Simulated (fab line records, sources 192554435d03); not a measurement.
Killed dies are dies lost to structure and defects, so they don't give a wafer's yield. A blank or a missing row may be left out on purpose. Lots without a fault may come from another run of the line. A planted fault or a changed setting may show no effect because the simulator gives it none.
fab line records | flow n5_finfet
record lots=4 wafers=12 last_day=18
route steps=1938 shown BEOL_M0_SAQP@686 BEOL_M0_CUTY@701 BEOL_M0@715 BEOL_M4@1111
lots that met no fault: from a run of the same line without faults
start_h: hours from the record's first day to the start of the lot's first wafer shown | wait_h: hours since the lot's step before | " the same as in the row above | L1.1+2: a row that stands for several wafers | - no value, or no start given | * or withheld: withheld | < > ~ a bound
route shown NAME@n: a module of which the file shows steps, and the number in the route of the first | usual: mean/standard deviation of fault-free wafers | same: alike in all rows | chamber/n: place in a boat | sites: the reading at each site | _std_site: their standard deviation | _edge_site: outer sites' mean less inner sites' | radius_mm: how far each site lies from the wafer's centre | mask NAME#n: copy n | behind: the tool/chamber that last shaped the wafer | hold: why the lot was held/for how many hours/how that ended | device: the transistor (n, p or np) that didn't switch | end of line: the same wafers' tests at the end of the route | a step without rows: its recipe alone | killed: dies lost to structure and defects at the first sort, not the wafer's yield | map: a wafer's dies, x killed, . not, _ none there
set.NAME: the setting as run; set.NAME@STEP: as run at that earlier step | model.NAME: the simulator's own value behind a step, which no gauge read
lots at some steps of the route; a table a step, a row a wafer
services: from which hour (start_h, from the record's first day; less than 0 if before it) a tool's chamber was out of use, for how many hours, and why
## steps
# step N5_BEOL_M0_SAQP_EXPOSE_37
# recipe mask_id=M0_CUT1 na=0.33 source_shape=annular sigma_inner=0.35 sigma_outer=0.8 polarization=unpolarized target_cd_nm=30 dose_mj=44.75
# step N5_BEOL_M0_SAQP_PEB_38
# recipe peb_temp_c=100 peb_time_s=60 resist=CAR-EUV
# step N5_BEOL_M0_SAQP_DEVELOP_39
# recipe develop_time_s=30 developer=TMAH resist=CAR-EUV rinse_liquid=surfactant_rinse dry=air_spin dev_temp_c=23
# step N5_BEOL_M0_SAQP_DESCUM_45
# recipe chemistry=O2 time_s=7 source_power_w=50 bias_power_w=20 pressure_mtorr=20 rf_frequency_hz=2.712e+07 temp_c=40 resist=CAR-EUV o2_flow_sccm=225
# step N5_BEOL_M0_SAQP_ETCH_88
# recipe chemistry=N2/H2 target=underlayer target_depth_a=65 time_s=5.2 ion_energy_ev=200 mask_material=CAR-EUV pressure_mtorr=30 source_w=840 bias_w=150 n2_flow_sccm=200 h2_flow_sccm=200 ends=cleared
# step N5_BEOL_M0_SAQP_ETCH_73
# recipe chemistry=CF4 target=SiARC target_depth_a=195 mask_material=CAR-EUV time_s=32.5 ion_energy_ev=80 pressure_mtorr=40 source_w=545 bias_w=36 Ar_flow_sccm=100 cf4_flow_sccm=100 ends=cleared
# step N5_BEOL_M0_SAQP_CUT_ETCH_46
# recipe chemistry=N2/H2 target=SOC target_depth_a=1350 overetch_a=270 temp_c=40 time_s=202.5 ion_energy_ev=200 mask_material=SiARC pressure_mtorr=30 source_w=840 bias_w=150 n2_flow_sccm=200 h2_flow_sccm=200
# step N5_BEOL_M0_SAQP_STRIP_74
# recipe chemistry=N2/H2 temp_c=40 n2_flow_sccm=200 h2_flow_sccm=200 rf_frequency_hz=6e+07
# step N5_BEOL_M0_SAQP_STRIP_89
# recipe chemistry=N2/H2 temp_c=40 n2_flow_sccm=200 h2_flow_sccm=200 rf_frequency_hz=6e+07
# step N5_BEOL_M0_SAQP_ALD_48
# recipe material=SiO2 target_thk_a=200 temp_c=100 ald_precursor_family=BDEAS ald_co_reactant=O2-plasma pulse_time_s=1 co_reactant_pulse_time_s=1 purge_time_s=2 co_reactant_purge_time_s=2 ald_cycles=139 pressure_torr=2
# usual ald_cycles=139/0 chamber_pressure_Torr=2.000/0.0045 heater_power_w=80/8.2 precursor_pulse_height_rel=1.001/0.022
# columns lot.wafer tool chamber start_h wait_h ald_cycles chamber_pressure_Torr heater_power_w precursor_pulse_height_rel since_wet_clean_h model.SiO2_of_BEOL_M0_SAQP_ALD_48.thk_nm
L225.1 ald_sin-01 3 131.57 0.5 139 2.001 73 0.977 228 20
L225.4 " 1 " " 139 2.002 87 0.995 - 20
L225.5 " 3 " " 139 2.004 72 1.016 - 20
L228.3 ald_sin-01 2 146.66 0.0 139 2.000 74 0.990 243 20
L228.4 " 0 " " 210 2.005 71 1.007 243 30.2
L228.5 " 1 " " 139 1.999 84 0.984 - 20
L232.3 ald_sin-01 0 175.73 0.6 139 2.006 70 1.007 272 20
L232.4 " 3 " " 210 2.004 72 1.003 272 30.2
L232.6 " 3 " " 139 2.003 73 0.979 - 20
L243.1 ald_sin-02 2 235.55 0.0 139 2.006 90 0.988 226 20
L243.3 " 3 " " 139 2.004 92 0.988 226 19.8
L243.4 " 2 " " 139 2.001 91 1.002 - 20
# step N5_BEOL_M0_SAQP_ETCH_49
# recipe chemistry=CF4/O2 target_depth_a=370 target=SiO2 pressure_mtorr=40 source_w=535 bias_w=49 Ar_flow_sccm=100 cf4_flow_sccm=100 O2_flow_sccm=10 ion_energy_ev=100
# step N5_BEOL_M0_SAQP_STRIP_75
# recipe chemistry=CF4 resist=SiARC power_w=300 bias_power_w=75 pressure_mtorr=50 cf4_flow_sccm=150 rf_frequency_hz=6e+07
# step N5_BEOL_M0_CUTY_COAT_50
# recipe resist=SiARC temp_c=220 time_s=60 spin_rpm=1500 resist_thk_nm=15
# step N5_BEOL_M0_CUTY_COAT_51
# recipe resist=CAR-ArF-block spin_rpm=1500 resist_thk_nm=150
# step N5_BEOL_M0_CUTY_EBR_52
# recipe solvent=PGMEA ebr_width_mm=1.5
# step N5_BEOL_M0_CUTY_SOFTBAKE_53
# recipe temp_c=110 time_s=60 resist=CAR-ArF-block
# step N5_BEOL_M0_CUTY_EXPOSE_54
# recipe mask_id=M0_ABLK na=1.35 source_shape=conventional sigma_outer=0.8 polarization=unpolarized dose_mj=36
# step N5_BEOL_M0_CUTY_PEB_55
# recipe peb_temp_c=110 peb_time_s=60 resist=CAR-ArF-block
# step N5_BEOL_M0_CUTY_DEVELOP_56
# recipe develop_time_s=30 developer=TMAH resist=CAR-ArF-block rinse_liquid=diw dry=air_spin dev_temp_c=23
# step N5_BEOL_M0_CUTY_DESCUM_61
# recipe chemistry=O2 time_s=7.9 source_power_w=50 bias_power_w=20 pressure_mtorr=20 rf_frequency_hz=2.712e+07 temp_c=40 resist=CAR-ArF-block o2_flow_sccm=225
# step N5_BEOL_M0_CUTY_ETCH_62
# recipe chemistry=CF4 target=SiARC mask_material=CAR-ArF-block time_s=58.5 ion_energy_ev=80 pressure_mtorr=40 source_w=545 bias_w=36 Ar_flow_sccm=100 cf4_flow_sccm=100 ends=cleared
# step N5_BEOL_M0_CUTY_ETCH_63
# recipe chemistry=N2/H2 target=SOC target_depth_a=827 overetch_a=165 mask_material=SiARC temp_c=40 ion_energy_ev=200 time_s=124 pressure_mtorr=30 source_w=840 bias_w=150 n2_flow_sccm=200 h2_flow_sccm=200
# step N5_BEOL_M0_CUTY_STRIP_64
# recipe chemistry=N2/H2 temp_c=40 n2_flow_sccm=200 h2_flow_sccm=200 rf_frequency_hz=6e+07
# step N5_BEOL_M0_ETCH_138
# recipe chemistry=CH3F/O2 target_depth_a=120 target=SiCN time_s=31.6 ion_energy_ev=120 pressure_mtorr=30 source_w=395 bias_w=75 Ar_flow_sccm=150 CH3F_flow_sccm=30 O2_flow_sccm=20 ends=cleared
# step N5_BEOL_M0_HM_OPEN_105
# recipe chemistry=Cl2/BCl3 target_depth_a=120 target=TiN ion_energy_ev=150 pressure_mtorr=10 icp_w=1000 bias_w=126 Cl2_flow_sccm=53.25 bcl3_flow_sccm=21.75 Ar_flow_sccm=25
# step N5_BEOL_M0_STRIP_140
# recipe chemistry=CF4 resist=SiARC power_w=300 bias_power_w=75 pressure_mtorr=50 cf4_flow_sccm=150 rf_frequency_hz=6e+07
# usual drypump_motor_current_A=5.9/0.36 oes_product_au=0.78/0.076 rf_vpp_V=271.4/2.3 showerhead_plenum_p_Torr=1.81/0.082 throttle_valve_pct=13.55/0.18
# columns lot.wafer tool chamber start_h wait_h drypump_motor_current_A oes_product_au rf_hours_counter_h rf_vpp_V showerhead_plenum_p_Torr throttle_valve_pct model.SiO2_of_BEOL_M0_SAQP_ALD_48.thk_nm
L225.1 rie_diel-02 3 133.25 0.2 5.9 0.74 172 273.7 1.86 13.48 11
L225.4 " 1 " " 5.5 0.83 66 274.5 1.90 13.50 11
L225.5 " 1 " " 5.5 0.81 - 273.7 1.90 13.47 11.4
L228.3 rie_diel-02 3 152.31 0.4 5.9 0.75 178 273.4 1.86 13.46 11.4
L228.4 " 1 " " 5.5 0.82 73 274.8 1.89 13.48 17
L228.5 " 0 " " 5.3 0.86 - 274.4 1.89 13.19 11.6
L232.3 rie_diel-05 2 179.72 0.1 5.8 0.91 12 274.7 1.90 13.35 10.6
L232.4 " 0 " " 5.5 0.74 165 271.1 1.85 13.45 17
L232.6 " 3 " " 6.3 0.70 - 272.6 1.84 13.88 11.4
L243.1 rie_diel-02 2 238.71 0.3 6.4 0.94 8 269.2 1.76 13.28 11.6
L243.3 " 3 " " 5.9 0.71 209 272.0 1.85 13.53 10.8
L243.4 " 1 " " 5.5 0.78 105 272.9 1.88 13.53 10.6
# step N5_BEOL_M0_STRIP_104
# recipe chemistry=N2/H2 power_w=450 temp_c=40 pressure_mtorr=20 rf_frequency_hz=6e+07 overash_fraction=0.3 bias_power_w=7 h2_frac=0.5 n2_flow_sccm=200 h2_flow_sccm=200
# step N5_BEOL_M4_RC_MEAS_101
# usual DIBL_N=35.9/1.3 DIBL_P=35.9/1.5 IOFF_N=0.152/0.023 IOFF_P=0.204/0.027 ION_N=673/9.2 ION_P=462/6.7 SS_N=71.4/0.48 SS_P=73.2/0.55 VT_N=250.3/2.6 VT_P=-250.6/3
# columns lot.wafer tool chamber start_h wait_h DIBL_N[mV/V] DIBL_P[mV/V] IOFF_N[nA/um] IOFF_P[nA/um] ION_N[uA/um] ION_P[uA/um] SS_N[mV/dec] SS_P[mV/dec] VT_N[mV] VT_P[mV]
L225.1 prober-02 0 210.24 0.0 35.9 36.7 0.157 0.184 676 454 70.9 73.6 250.0 -255.3
L225.4 " 0 " " 35.6 36.1 0.153 0.183 677 455 71.4 73.0 249.8 -253.7
L225.5 " 0 " " 34.1 34.7 0.131 0.165 657 451 70.7 73.4 253.1 -255.4
L228.3 prober-02 0 231.18 0.3 35.4 34.6 0.131 0.205 656 458 71.9 73.1 250.6 -250.5
L228.4 " 0 " " 37.0 36.0 0.162 0.232 660 457 71.7 73.6 250.2 -247.1
L228.5 " 0 " " 37.2 36.7 0.159 0.238 677 466 71.5 73.3 252.4 -249.9
L232.3 prober-02 0 248.27 0.6 37.8 37.5 0.194 0.215 682 459 71.8 73.4 248.2 -251.7
L232.4 " 0 " " 36.9 36.7 0.181 0.212 683 466 71.5 73.0 246.0 -252.6
L232.6 " 0 " " 38.6 38.7 0.214 0.243 680 460 71.8 73.5 245.5 -249.2
L243.1 prober-02 0 313.43 0.0 34.7 35.3 0.125 0.155 659 449 71.1 73.1 254.6 -258.7
L243.3 " 0 " " 33.6 34.2 0.110 0.139 651 442 71.5 73.1 257.0 -256.1
L243.4 " 0 " " 35.3 36.8 0.139 0.175 659 454 70.8 73.2 252.8 -252.4
## services
# columns tool chamber start_h hours kind
rie_diel-05 2 108.52 - clean
rie_diel-05 2 108.52 - consumable_replace:focus_ring
rie_diel-05 2 108.52 - consumable_replace:showerhead
rie_diel-05 2 108.52 29.3 scheduled_down
rie_diel-05 2 108.52 29.3 vent_cycle
rie_diel-02 2 113.74 6.6 repair
ald_sin-02 - 166.41 0.8 pm
rie_diel-02 2 193.76 - clean
rie_diel-02 2 193.76 - consumable_replace:focus_ring
rie_diel-02 2 193.76 21.7 scheduled_down
rie_diel-02 2 193.76 21.7 vent_cycle
ald_sin-02 1 223.34 16.5 repair
rie_diel-05 3 226.36 1.8 repair
ald_sin-02 2 228.06 3.2 repair
rie_diel-05 3 228.48 - clean
rie_diel-05 3 228.48 - consumable_replace:focus_ring
rie_diel-05 3 228.48 13.1 scheduled_down
rie_diel-05 3 228.48 13.1 vent_cycle
ald_sin-01 3 230.26 6.7 repair
ald_sin-01 - 237.79 0.7 repair
## key
first_sign step=N5_BEOL_M0_SAQP_ALD_48 reading=ald_cycles direction=up sigmas=99+ usual=* struck=*
effect none on later readings
model_effect step=N5_BEOL_M0_SAQP_ALD_48 value=SiO2_of_BEOL_M0_SAQP_ALD_48.thk_nm without=19.9 struck=30.2
model_effect step=N5_BEOL_M0_STRIP_140 value=SiO2_of_BEOL_M0_SAQP_ALD_48.thk_nm without=11.2 struck=17
met_at N5_BEOL_M0_SAQP_ALD_48
struck_wafers L228.4,L232.4
onset_between 131.57 146.66
fault kind=process_parameter_drift tool=ald_sin-01 chamber=- onset_h=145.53 steps=N5_BEOL_M0_SAQP_ALD_48 channel=ald_cycles offset=* shape=step end_h=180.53 scope=struck_wafers_only acts_in=* stated=*
